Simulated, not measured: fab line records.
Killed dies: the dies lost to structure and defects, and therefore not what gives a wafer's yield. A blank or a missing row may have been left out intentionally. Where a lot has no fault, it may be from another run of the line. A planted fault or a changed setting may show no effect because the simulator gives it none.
Matching of chambers | flow nand_harc | 3 sister chambers for NHARC_A_STAIRCASE_DEP_322 on pecvd-01
The step deposits SiO2, target thk 3800 nm. 14 wafers are shown with their chamber, then 7 later ones without.

## EACH WAFER AND ITS CHAMBER
wafer  | chamber | heater_power_w (W)
L075.1 | 2       | 804
L075.3 | 1       | 866
L075.5 | 2       | 696
L079.1 | 0       | 621
L079.2 | 2       | 802
L079.6 | 1       | 711
L083.1 | 1       | 766
L083.4 | 0       | 551
L083.6 | 1       | 727
L087.2 | 2       | 835
L087.3 | 1       | 848
L087.4 | 2       | 703
L091.1 | 0       | 679
L091.4 | 1       | 695

SIGNATURES (averages over the wafers above)
reading        | chamber 0 | chamber 1 | chamber 2 | scatter within a chamber
heater_power_w | 617.00    | 768.83    | 768.00    | 68
Rule: for a wafer and a chamber, the distance is found by dividing, reading by reading, the gap between the wafer's reading and the chamber's mean by the reading's scatter, squaring, summing and taking the root. The wafer belongs to the nearest chamber; if the next one is less than 2 further off, it can't be placed. The scatter is the square root of a quotient: the sum, over the shown wafers, of each reading's squared deviation from its chamber's mean, divided by wafers minus chambers.

## WAFERS MISSING THEIR CHAMBER
wafer  | heater_power_w (W)
L091.5 | 575
L095.2 | 864
L095.4 | 567
L095.6 | 687
L096.1 | 820
L096.2 | 587
L096.3 | 897

## WHICH CHAMBER EACH ONE RAN IN
wafer  | from the rows above          | in truth
L091.5 | 0                            | 0
L095.2 | can't be placed: 1 or 2      | 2
L095.4 | 0                            | 0
L095.6 | can't be placed: 0 or 2 or 1 | 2
L096.1 | can't be placed: 1 or 2      | 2
L096.2 | 0                            | 0
L096.3 | can't be placed: 1 or 2      | 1
Correct placement for 3 of the 7. Can't be placed from these rows: 4 (the true chamber is among the candidates in 4). 0 placed wrongly.
